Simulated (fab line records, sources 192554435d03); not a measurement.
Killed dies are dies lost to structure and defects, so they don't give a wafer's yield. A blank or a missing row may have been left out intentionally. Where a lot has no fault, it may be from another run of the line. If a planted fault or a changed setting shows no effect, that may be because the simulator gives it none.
fab line records	flow n5-finfet
record lots=7	wafers=39
route steps=1938 shown PASSIVATION@1915
start-h: hours from the record's opening day to when the first of the lot's shown wafers began	wait-h: hours elapsed since this lot's preceding step	" unchanged from the row above	L1.1+2: a single row standing in for several wafers	- no value, or no start was given	* or withheld: withheld	< > ~ a bound
route shown NAME@n: NAME is a module with steps in the file, n the number in the route of the first one	usual: mean and standard deviation over wafers with no fault	same: alike in all rows	chamber/n: place in a boat	sites: each site's reading	_std_site: the standard deviation of these	_edge_site: the outer-site mean with the inner-site mean subtracted	radius-mm: how far each site lies from the wafer's centre	mask NAME#n: copy n	behind: the tool/chamber that last shaped the wafer	hold: why the lot went on hold/how many hours it stayed there/how the hold came to an end	device: transistor that didn't switch, given as n, p or np	end of line: the route-end tests of the same wafers	a step with no rows: only its recipe	killed: dies lost to structure and defects at the first sort, not the wafer's yield	map: the dies of a wafer, with x for killed, . for not killed, _ for no die there
set.NAME: the setting as run; set.NAME@STEP: as run at that earlier step	model.NAME: the simulator's own value behind a step, which no gauge read
lots where settings were altered on purpose, with a table for each step and a row for each wafer
## steps
# step N5_PASSIVATION_PECVD_53
# recipe material=SiO2	target-thk-a=8000	temp-c=400	precursor=TEOS/O2	pressure-torr=6.5	rf-w=withheld	teos-flow-sccm=withheld	gas=O2	flow-sccm=2650	time-s=169.4
lot.wafer	tool	chamber	start-h	wait-h	set.time-s	model.SiO2_of_PASSIVATION_PECVD_53.thk-nm
L081.1	pecvd-03	0	309.75	0.0	169.4	794.6
L081.2	"	2	"	"	252.3	1176
L081.3	"	1	"	"	252.3	1178
L081.4	"	1	"	"	252.3	1215
L081.5	"	2	"	"	169.4	814.2
L081.6	"	0	"	"	169.4	809.2
L084.4	pecvd-01	2	323.09	0.1	169.4	804
L084.5	"	1	"	"	169.4	815.4
L084.6	"	0	"	"	169.4	802.6
L085.1	pecvd-01	1	332.57	0.0	169.4	807.8
L085.2	"	2	"	"	169.4	806.6
L085.3	"	0	"	"	169.4	806.8
L085.4	"	0	"	"	169.4	816.8
L085.5	"	1	"	"	169.4	823.4
L085.6	"	2	"	"	169.4	821.4
L090.1	pecvd-03	0	374.25	0.0	169.4	800.2
L090.2	"	1	"	"	73.02	363.6
L090.3	"	2	"	"	73.02	363.2
L090.4	"	0	"	"	169.4	813.8
L090.5	"	2	"	"	73.02	369.4
L090.6	"	1	"	"	169.4	823.4
L091.1	pecvd-04	2	375.63	0.0	238.3	1100
L091.2	"	1	"	"	169.4	783.4
L091.3	"	0	"	"	169.4	784.4
L091.4	"	1	"	"	238.3	1128
L091.5	"	0	"	"	169.4	798.8
L091.6	"	2	"	"	238.3	1123
L096.1	pecvd-03	0	396.87	0.0	169.4	789.2
L096.2	"	2	"	"	169.4	798.8
L096.3	"	1	"	"	134.9	652
L096.4	"	2	"	"	169.4	809.2
L096.5	"	0	"	"	134.9	648
L096.6	"	1	"	"	134.9	657.4
L097.1	pecvd-03	2	409.54	0.0	169.4	799
L097.2	"	0	"	"	169.4	799.8
L097.3	"	2	"	"	95.19	463.2
L097.4	"	0	"	"	169.4	819.8
L097.5	"	2	"	"	95.19	471.6
L097.6	"	0	"	"	95.19	461.8
# step N5_PASSIVATION_PECVD_35
# recipe material=SiNx	target-thk-a=7000	temp-c=400	precursor=SiH4/NH3/N2	pressure-torr=4.9	rf-w=1406	time-s=151.3
# step N5_PASSIVATION_HMDS_37
# recipe time-s=60	temp-c=120
# step N5_PASSIVATION_SRD_72
# recipe dry=ipa-marangoni	time-s=30	temp-c=23	rinse-liquid=diw
# step N5_PASSIVATION_ANNEAL_56
# recipe temp-c=400	time-s=1800	ambient=FGA	idle-temp-c=300	ramp-up-c-per-min=5	ramp-down-c-per-min=3
# step N5_PASSIVATION_PROBE_49
# usual defect-limited-yield=91.5/1.4	killed_at_M0_to_M3=33/10	killed_at_M4_up=13/5	killed-at-contacts=13/5.6	killed-at-front-end=38/12	killed-at-other=3.9/2.7	killed-dies=100/16	killed-open=66/13	killed-short=32/7.2	sort_bin_4_leakage=0/0	sort_bin_5_function=5.0/0.97	sort_bin_6_memory=3.2/0.61	sort_bin_8_speed=0/0	sort-n-pass=1080/16	sort-yield-pct=91.5/1.4
# same gross-dies=1180	killed-at-back-side=0
lot.wafer	tool	chamber	start-h	wait-h	set.time-s@PASSIVATION_PECVD_53	defect-limited-yield[%]	killed_at_M0_to_M3	killed_at_M4_up	killed-at-contacts	killed-at-front-end	killed-at-other	killed-dies	killed-open	killed-short	sort_bin_4_leakage[%]	sort_bin_5_function[%]	sort_bin_6_memory[%]	sort_bin_8_speed[%]	sort-n-pass	sort-yield-pct[%]
L081.1	prober-01	-	314.04	0.4	169.4	93.9	27	14	8	21	2	72	53	18	0	3.7	2.4	93.90	0	0
L081.2	prober-01	-	314.09	0.5	252.3	0	23	11	11	35	1100	1180	59	22	0	97.3	2.5	0	0	0
L081.3	prober-01	-	314.14	0.5	252.3	0	16	12	1	19	1132	1180	28	22	0	98.3	1.7	0	0	0
L081.4	prober-01	-	314.19	0.6	252.3	0	31	15	14	39	1081	1180	61	32	0	96.9	2.9	0	0	0
L081.5	prober-01	-	314.24	0.6	169.4	93.9	18	10	9	32	3	72	47	23	0	3.2	2.7	0	1108	93.9
L081.6	prober-01	-	314.29	0.7	169.4	94.8	16	15	6	23	1	61	39	17	0	2.4	2.5	94.83	0	0
L084.4	prober-02	-	327.27	0.2	169.4	92.5	12	16	18	41	1	88	58	29	0	4.6	2.7	0	1092	92.5
L084.5	prober-02	-	327.32	0.2	169.4	90.1	39	16	16	42	4	117	77	37	0	4.8	4.6	0	1063	90.1
L084.6	prober-02	-	327.37	0.3	169.4	90.0	27	18	23	44	6	118	80	37	0	6.1	3.6	0	1062	90.0
L085.1	prober-02	-	336.29	0.0	169.4	92.7	28	15	8	30	5	86	53	29	0	4.0	3.1	0	1094	92.7
L085.2	prober-02	-	336.34	0.1	169.4	93.7	29	5	10	22	8	74	45	29	93.73	4.2	2.1	0	0	0
L085.3	prober-02	-	336.39	0.1	169.4	91.6	46	8	1	42	2	99	50	48	91.61	5.4	2.7	0	0	0
L085.4	prober-02	-	336.44	0.2	169.4	89.7	45	7	20	42	8	122	79	40	0	5.3	4.8	0	1058	89.7
L085.5	prober-02	-	336.49	0.2	169.4	91.0	42	17	9	28	10	106	75	25	91.02	5.6	3.1	0	0	0
L085.6	prober-02	-	336.54	0.3	169.4	92.5	38	7	17	24	2	88	61	23	0	4.7	2.5	0	1092	92.5
L090.1	prober-02	-	377.93	0.0	169.4	91.9	33	9	5	44	4	95	54	38	0	4.9	2.8	0	1085	91.9
L090.2	prober-02	-	377.98	0.1	73.02	89.2	45	6	13	56	7	127	75	48	0	5.8	4.6	0	1053	89.2
L090.3	prober-02	-	378.03	0.1	73.02	91.8	13	7	7	68	2	97	57	37	0	4.9	2.8	0	1083	91.8
L090.4	prober-02	-	378.08	0.2	169.4	90.4	25	15	10	59	4	113	59	49	90.42	5.8	3.1	0	0	0
L090.5	prober-02	-	378.13	0.2	73.02	89.8	29	13	13	59	6	120	81	36	89.83	6.4	3.2	0	0	0
L090.6	prober-02	-	378.18	0.3	169.4	92.0	35	8	12	32	7	94	57	34	92.03	4.4	3.1	0	0	0
L091.1	prober-01	-	379.30	0.0	238.3	0	29	26	26	32	1067	1180	77	25	0	96.0	4.0	0	0	0
L091.2	prober-01	-	379.35	0.1	169.4	91.0	37	26	11	18	14	106	61	30	0	5.0	3.8	0	1074	91.0
L091.3	prober-01	-	379.40	0.1	169.4	90.3	42	24	14	28	6	114	76	28	0	6.3	3.1	0	1066	90.3
L091.4	prober-01	-	379.45	0.2	238.3	0	43	17	12	15	1093	1180	64	31	0	95.8	3.4	0	0	0
L091.5	prober-01	-	379.50	0.2	169.4	93.1	45	7	9	15	6	82	51	29	0	4.2	2.5	0	1098	93.1
L091.6	prober-01	-	379.55	0.3	238.3	0	44	26	17	32	1061	1180	66	41	0	95.6	4.1	0	0	0
L096.1	prober-01	-	400.67	0.0	169.4	91.5	32	10	19	37	2	100	62	36	0	4.7	3.4	0	1080	91.5
L096.2	prober-01	-	400.72	0.1	169.4	89.2	40	17	12	56	3	128	81	40	0	6.4	3.7	0	1052	89.2
L096.3	prober-01	-	400.77	0.1	134.9	89.1	40	24	17	46	2	129	88	36	0	5.8	4.2	0	1051	89.1
L096.4	prober-01	-	400.82	0.2	169.4	89.9	33	5	19	62	0	119	88	31	0	6.4	3.1	0	1061	89.9
L096.5	prober-01	-	400.87	0.2	134.9	90.1	38	10	16	49	4	117	84	33	0	6.0	3.6	0	1063	90.1
L096.6	prober-01	-	400.92	0.3	134.9	90.2	56	7	13	40	0	116	66	44	0	5.1	3.8	0	1064	90.2
L097.1	prober-01	-	413.56	0.0	169.4	92.5	39	14	17	18	0	88	59	29	0	4.4	2.8	0	1092	92.5
L097.2	prober-01	-	413.61	0.1	169.4	90.3	28	35	31	19	1	114	71	30	0	4.9	4.4	90.34	0	0
L097.3	prober-01	-	413.66	0.1	95.19	90.5	35	11	11	49	6	112	81	31	0	4.9	4.4	90.51	0	0
L097.4	prober-01	-	413.71	0.2	169.4	92.4	32	29	9	17	3	90	53	23	0	5.0	2.5	92.29	1	0.1
L097.5	prober-01	-	413.76	0.2	95.19	92.7	24	9	17	35	1	86	60	26	0	3.6	3.4	0	1094	92.7
L097.6	prober-01	-	413.81	0.3	95.19	90.7	32	23	23	31	1	110	82	22	0	5.6	3.3	0	1070	90.7
# killed by level:class
L081.1 STI_FIN_REVEAL:geometric-particle:open=8 BEOL_M0_SAQP:geometric-particle:open=7 MOL_CONTACT_COAG:geometric-particle:open=6 BEOL_M0_SAQP:geometric-particle:short=5 DUMMY_GATE:geometric-particle:open=4 BEOL_M2:geometric-particle:open=4 BEOL_M3:geometric-particle:open=4 BEOL_M4:geometric-particle:open=4
L081.2 PASSIVATION:area-pecvd=1097 STI_FIN_REVEAL:geometric-particle:open=13 MOL_CONTACT_COAG:geometric-particle:open=10 STI_FIN_REVEAL:geometric-particle:short=5 BEOL_M3:geometric-particle:open=5 BEOL_M2:geometric-particle:open=4 STARTING-WAFER:geometric-particle:short=4 BEOL_M0_SAQP:geometric-particle:open=3
L081.3 PASSIVATION:area-pecvd=1129 BEOL_M4:geometric-particle:open=4 BEOL_M0_SAQP:geometric-particle:open=3 BEOL_M1:geometric-particle:open=3 BEOL_M3:geometric-particle:short=3 BEOL_M4:geometric-particle:short=3 STARTING-WAFER:geometric-particle:short=3 FIN_SAQP:geometric-particle:short=2
L081.4 PASSIVATION:area-pecvd=1081 STI_FIN_REVEAL:geometric-particle:open=10 MOL_CONTACT_COAG:geometric-particle:open=9 BEOL_M2:geometric-particle:open=9 DUMMY_GATE:geometric-particle:open=6 DUMMY_GATE:geometric-particle:short=5 MOL_CONTACT_COAG:geometric-particle:short=5 BEOL_M3:geometric-particle:open=5
L081.5 STI_FIN_REVEAL:geometric-particle:open=8 FIN_SAQP:geometric-particle:open=6 MOL_CONTACT_COAG:geometric-particle:open=5 BEOL_M0_SAQP:geometric-particle:open=5 MOL_CONTACT_COAG:geometric-particle:short=4 BEOL_M3:geometric-particle:open=4 STARTING-WAFER:geometric-particle:open=4 FIN_SAQP:geometric-particle:short=3
L081.6 MOL_CONTACT_COAG:geometric-particle:open=5 BEOL_M1:geometric-particle:open=5 STI_FIN_REVEAL:geometric-particle:open=4 BEOL_M4:geometric-particle:open=4 BEOL_M0_SAQP:geometric-particle:open=3 DUMMY_GATE:geometric-particle:short=2 DUMMY_GATE:geometric-particle:open=2 GATE_CUT:geometric-particle:short=2
L084.4 MOL_CONTACT_COAG:geometric-particle:open=14 STI_FIN_REVEAL:geometric-particle:open=9 BEOL_M5:geometric-particle:open=7 FIN_SAQP:geometric-particle:short=6 BEOL_M1:geometric-particle:open=5 STARTING-WAFER:geometric-particle:open=5 FIN_SAQP:geometric-particle:open=4 GATE_CUT:geometric-particle:short=4
L084.5 MOL_CONTACT_COAG:geometric-particle:open=12 BEOL_M1:geometric-particle:open=11 STI_FIN_REVEAL:geometric-particle:open=8 FIN_SAQP:geometric-particle:short=7 BEOL_M0_SAQP:geometric-particle:short=7 BEOL_M3:geometric-particle:open=7 BEOL_M0_SAQP:geometric-particle:open=6 GATE_CUT:geometric-particle:open=5
L084.6 STI_FIN_REVEAL:geometric-particle:open=18 MOL_CONTACT_COAG:geometric-particle:open=17 FIN_SAQP:geometric-particle:short=8 BEOL_M2:geometric-particle:open=7 MOL_CONTACT_COAG:geometric-particle:short=6 BEOL_M3:geometric-particle:open=6 STI_FIN_REVEAL:geometric-particle:short=5 BEOL_M5:geometric-particle:open=5
L085.1 BEOL_M2:geometric-particle:open=9 BEOL_M4:geometric-particle:open=8 STI_FIN_REVEAL:geometric-particle:open=7 MOL_CONTACT_COAG:geometric-particle:open=7 SPACER0:geometric-particle:short=6 BEOL_M0_SAQP:geometric-particle:short=6 BEOL_M0_SAQP:geometric-particle:open=4 GATE_CUT:geometric-particle:open=3
L085.2 BEOL_M1:geometric-particle:open=8 MOL_CONTACT_COAG:geometric-particle:open=6 BEOL_M0_SAQP:geometric-particle:open=5 FIN_SAQP:geometric-particle:short=4 GATE_CUT:geometric-particle:open=4 MOL_CONTACT_COAG:geometric-particle:short=4 BEOL_M0_SAQP:geometric-particle:short=3 BEOL_M1:geometric-particle:short=3
L085.3 BEOL_M0_SAQP:geometric-particle:short=14 GATE_CUT:geometric-particle:short=12 BEOL_M0_SAQP:geometric-particle:open=10 FIN_SAQP:geometric-particle:open=5 FIN_SAQP:geometric-particle:short=5 SPACER0:geometric-particle:short=5 BEOL_M2:geometric-particle:open=5 BEOL_M3:geometric-particle:open=5
L085.4 MOL_CONTACT_COAG:geometric-particle:open=16 BEOL_M2:geometric-particle:open=15 BEOL_M1:geometric-particle:open=12 SPACER0:geometric-particle:short=7 FIN_SAQP:geometric-particle:short=6 BEOL_M0_SAQP:geometric-particle:open=6 SPACER0:geometric-particle:open=5 BEOL_M2:geometric-particle:short=5
L085.5 BEOL_M0_SAQP:geometric-particle:open=16 MOL_CONTACT_COAG:geometric-particle:open=8 BEOL_M0_SAQP:geometric-particle:short=8 FIN_SAQP:geometric-particle:open=6 BEOL_M2:geometric-particle:open=6 BEOL_M5:geometric-particle:open=5 STI_FIN_REVEAL:geometric-particle:open=4 SPACER0:geometric-particle:open=4
L085.6 MOL_CONTACT_COAG:geometric-particle:open=14 BEOL_M0_SAQP:geometric-particle:open=8 BEOL_M2:geometric-particle:open=8 FIN_SAQP:geometric-particle:open=6 BEOL_M0_SAQP:geometric-particle:short=6 DUMMY_GATE:geometric-particle:open=4 BEOL_M3:geometric-particle:open=4 MOL_CONTACT_COAG:geometric-particle:short=3
L090.1 FIN_SAQP:geometric-particle:short=13 BEOL_M0_SAQP:geometric-particle:short=11 BEOL_M0_SAQP:geometric-particle:open=10 FIN_SAQP:geometric-particle:open=7 DUMMY_GATE:geometric-particle:open=6 BEOL_M2:geometric-particle:open=6 BEOL_M4:geometric-particle:open=4 STI_FIN_REVEAL:geometric-particle:open=3
L090.2 BEOL_M0_SAQP:geometric-particle:open=19 BEOL_M0_SAQP:geometric-particle:short=14 FIN_SAQP:geometric-particle:open=12 MOL_CONTACT_COAG:geometric-particle:open=11 STI_FIN_REVEAL:geometric-particle:open=10 FIN_SAQP:geometric-particle:short=6 DUMMY_GATE:geometric-particle:open=5 GATE_CUT:geometric-particle:open=5
L090.3 FIN_SAQP:geometric-particle:open=18 FIN_SAQP:geometric-particle:short=9 DUMMY_GATE:geometric-particle:open=7 GATE_CUT:geometric-particle:short=5 BEOL_M0_SAQP:geometric-particle:short=5 STI_FIN_REVEAL:geometric-particle:open=4 MOL_CONTACT_COAG:geometric-particle:open=4 BEOL_M2:geometric-particle:open=4
L090.4 FIN_SAQP:geometric-particle:open=13 FIN_SAQP:geometric-particle:short=8 BEOL_M0_SAQP:geometric-particle:short=8 DUMMY_GATE:geometric-particle:open=7 GATE_CUT:geometric-particle:short=6 BEOL_M0_SAQP:geometric-particle:open=6 MOL_CONTACT_COAG:geometric-particle:open=6 DUMMY_GATE:geometric-particle:short=5
L090.5 FIN_SAQP:geometric-particle:open=13 MOL_CONTACT_COAG:geometric-particle:open=11 FIN_SAQP:geometric-particle:short=8 BEOL_M0_SAQP:geometric-particle:open=8 BEOL_M0_SAQP:geometric-particle:short=7 DUMMY_GATE:geometric-particle:open=6 BEOL_M4:geometric-particle:open=6 GATE_CUT:geometric-particle:short=5
L090.6 BEOL_M0_SAQP:geometric-particle:short=14 DUMMY_GATE:geometric-particle:open=10 MOL_CONTACT_COAG:geometric-particle:open=8 BEOL_M0_SAQP:geometric-particle:open=7 FIN_SAQP:geometric-particle:open=5 FIN_CUT:geometric-particle:open=5 BEOL_M2:geometric-particle:open=5 BEOL_M3:geometric-particle:open=5
L091.1 PASSIVATION:area-pecvd=1058 MOL_CONTACT_COAG:geometric-particle:open=24 STI_FIN_REVEAL:geometric-particle:open=16 BEOL_M6:interface-void-opened=15 BEOL_M0_SAQP:geometric-particle:open=8 BEOL_M0_SAQP:geometric-particle:short=7 BEOL_M1:geometric-particle:open=5 DUMMY_GATE:geometric-particle:open=5
L091.2 BEOL_M6:interface-void-opened=13 BEOL_M1:geometric-particle:open=10 MOL_CONTACT_COAG:geometric-particle:open=8 BEOL_M0_SAQP:geometric-particle:open=8 FIN_SAQP:geometric-particle:open=7 BEOL_M3:geometric-particle:open=5 MIM_TOP_ETCH:geometric-particle:short=5 MIM_TOP_ETCH:geometric-particle:open=5
L091.3 BEOL_M1:geometric-particle:open=15 MOL_CONTACT_COAG:geometric-particle:open=12 FIN_SAQP:geometric-particle:open=6 BEOL_M0_SAQP:geometric-particle:open=6 BEOL_M0_SAQP:geometric-particle:short=6 BEOL_M12:coat-microbubble-printed=5 STARTING-WAFER:geometric-particle:open=4 DUMMY_GATE:geometric-particle:open=4
L091.4 PASSIVATION:area-pecvd=1081 MOL_CONTACT_COAG:geometric-particle:open=11 BEOL_M0_SAQP:geometric-particle:short=11 BEOL_M1:geometric-particle:open=9 BEOL_M3:geometric-particle:open=8 BEOL_M0_SAQP:geometric-particle:open=7 BEOL_M4:geometric-particle:open=5 BEOL_M8:geometric-particle:open=4
L091.5 BEOL_M1:geometric-particle:open=17 BEOL_M0_SAQP:geometric-particle:short=9 MOL_CONTACT_COAG:geometric-particle:open=6 BEOL_M0_SAQP:geometric-particle:open=5 DUMMY_GATE:geometric-particle:open=4 BEOL_M1:geometric-particle:short=4 MOL_CONTACT_COAG:geometric-particle:short=3 STARTING-WAFER:geometric-particle:short=3
L091.6 PASSIVATION:area-pecvd=1053 BEOL_M1:geometric-particle:open=17 MOL_CONTACT_COAG:geometric-particle:open=15 BEOL_M6:interface-void-opened=15 BEOL_M0_SAQP:geometric-particle:short=12 GATE_CUT:geometric-particle:short=6 DUMMY_GATE:geometric-particle:open=5 BEOL_M2:geometric-particle:open=5
L096.1 MOL_CONTACT_COAG:geometric-particle:open=17 FIN_SAQP:geometric-particle:short=11 BEOL_M0_SAQP:geometric-particle:open=11 BEOL_M3:geometric-particle:open=7 GATE_CUT:geometric-particle:short=6 STI_FIN_REVEAL:geometric-particle:open=5 FIN_SAQP:geometric-particle:open=4 BEOL_M1:geometric-particle:open=4
L096.2 STI_FIN_REVEAL:geometric-particle:open=16 FIN_SAQP:geometric-particle:open=13 BEOL_M0_SAQP:geometric-particle:open=13 FIN_SAQP:geometric-particle:short=10 BEOL_M3:geometric-particle:open=10 MOL_CONTACT_COAG:geometric-particle:open=8 BEOL_M1:geometric-particle:open=5 MOL_CONTACT_COAG:geometric-particle:short=4
L096.3 MOL_CONTACT_COAG:geometric-particle:open=15 BEOL_M4:geometric-particle:open=15 FIN_SAQP:geometric-particle:open=13 BEOL_M3:geometric-particle:open=12 STI_FIN_REVEAL:geometric-particle:open=8 BEOL_M0_SAQP:geometric-particle:short=7 BEOL_M1:geometric-particle:open=7 BEOL_M0_SAQP:geometric-particle:open=6
L096.4 FIN_SAQP:geometric-particle:open=18 STI_FIN_REVEAL:geometric-particle:open=17 MOL_CONTACT_COAG:geometric-particle:open=14 BEOL_M3:geometric-particle:open=11 BEOL_M0_SAQP:geometric-particle:open=9 FIN_SAQP:geometric-particle:short=8 STARTING-WAFER:geometric-particle:open=6 MOL_CONTACT_COAG:geometric-particle:short=5
L096.5 MOL_CONTACT_COAG:geometric-particle:open=13 FIN_SAQP:geometric-particle:open=12 STI_FIN_REVEAL:geometric-particle:open=10 BEOL_M3:geometric-particle:open=10 BEOL_M0_SAQP:geometric-particle:open=9 FIN_SAQP:geometric-particle:short=8 BEOL_M2:geometric-particle:open=8 DUMMY_GATE:geometric-particle:open=5
L096.6 BEOL_M3:geometric-particle:open=21 FIN_SAQP:geometric-particle:short=14 BEOL_M0_SAQP:geometric-particle:short=14 MOL_CONTACT_COAG:geometric-particle:open=12 BEOL_M0_SAQP:geometric-particle:open=9 FIN_SAQP:geometric-particle:open=7 GATE_CUT:geometric-particle:short=4 STI_FIN_REVEAL:geometric-particle:open=3
L097.1 MOL_CONTACT_COAG:geometric-particle:open=13 BEOL_M2:geometric-particle:open=13 BEOL_M3:geometric-particle:open=8 BEOL_M0_SAQP:geometric-particle:open=7 BEOL_M0_SAQP:geometric-particle:short=6 STI_FIN_REVEAL:geometric-particle:open=4 MOL_CONTACT_COAG:geometric-particle:short=4 DUMMY_GATE:geometric-particle:open=3
L097.2 MOL_CONTACT_COAG:geometric-particle:open=26 BEOL_M6:interface-void-opened=12 BEOL_M4:geometric-particle:open=8 MOL_CONTACT_COAG:geometric-particle:short=5 BEOL_M1:geometric-particle:open=5 BEOL_M2:geometric-particle:open=5 BEOL_M4:geometric-particle:short=5 GATE_CUT:geometric-particle:short=4
L097.3 STI_FIN_REVEAL:geometric-particle:open=15 BEOL_M0_SAQP:geometric-particle:open=11 MOL_CONTACT_COAG:geometric-particle:open=10 DUMMY_GATE:geometric-particle:open=7 BEOL_M0_SAQP:geometric-particle:short=7 BEOL_M1:geometric-particle:open=6 BEOL_M4:geometric-particle:open=6 BEOL_M2:geometric-particle:open=5
L097.4 BEOL_M6:interface-void-opened=11 BEOL_M4:geometric-particle:open=9 BEOL_M0_SAQP:geometric-particle:open=8 BEOL_M0_SAQP:geometric-particle:short=7 MOL_CONTACT_COAG:geometric-particle:open=6 BEOL_M1:geometric-particle:open=5 BEOL_M2:geometric-particle:open=5 FIN_SAQP:geometric-particle:open=4
L097.5 MOL_CONTACT_COAG:geometric-particle:open=15 STI_FIN_REVEAL:geometric-particle:open=7 BEOL_M0_SAQP:geometric-particle:short=5 BEOL_M3:geometric-particle:open=5 STARTING-WAFER:geometric-particle:open=5 BEOL_M0_SAQP:geometric-particle:open=4 FIN_SAQP:geometric-particle:short=3 DUMMY_GATE:geometric-particle:open=3
L097.6 MOL_CONTACT_COAG:geometric-particle:open=20 BEOL_M0_SAQP:geometric-particle:open=11 BEOL_M3:geometric-particle:open=11 BEOL_M4:geometric-particle:open=7 STI_FIN_REVEAL:geometric-particle:open=5 BEOL_M6:interface-void-opened=5 DUMMY_GATE:geometric-particle:open=4 GATE_CUT:geometric-particle:open=4
## key
split step=N5_PASSIVATION_PECVD_53	setting=time-s	stated=169.4	by=wafer
response step=N5_PASSIVATION_PECVD_53	reading=model.SiO2_of_PASSIVATION_PECVD_53.thk-nm	change=+7.84	per=1%	r=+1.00
response step=N5_PASSIVATION_PROBE_49	reading=defect-limited-yield	shape=bent	at-lowest=90.3	at-stated=91.7	at-highest=0
response step=N5_PASSIVATION_PROBE_49	reading=killed-at-other	shape=bent	at-lowest=5	at-stated=4.2	at-highest=1104.3
response step=N5_PASSIVATION_PROBE_49	reading=killed-dies	shape=bent	at-lowest=115	at-stated=98	at-highest=1180
response step=N5_PASSIVATION_PROBE_49	reading=sort_bin_5_function	shape=bent	at-lowest=5.7	at-stated=4.9	at-highest=97.5
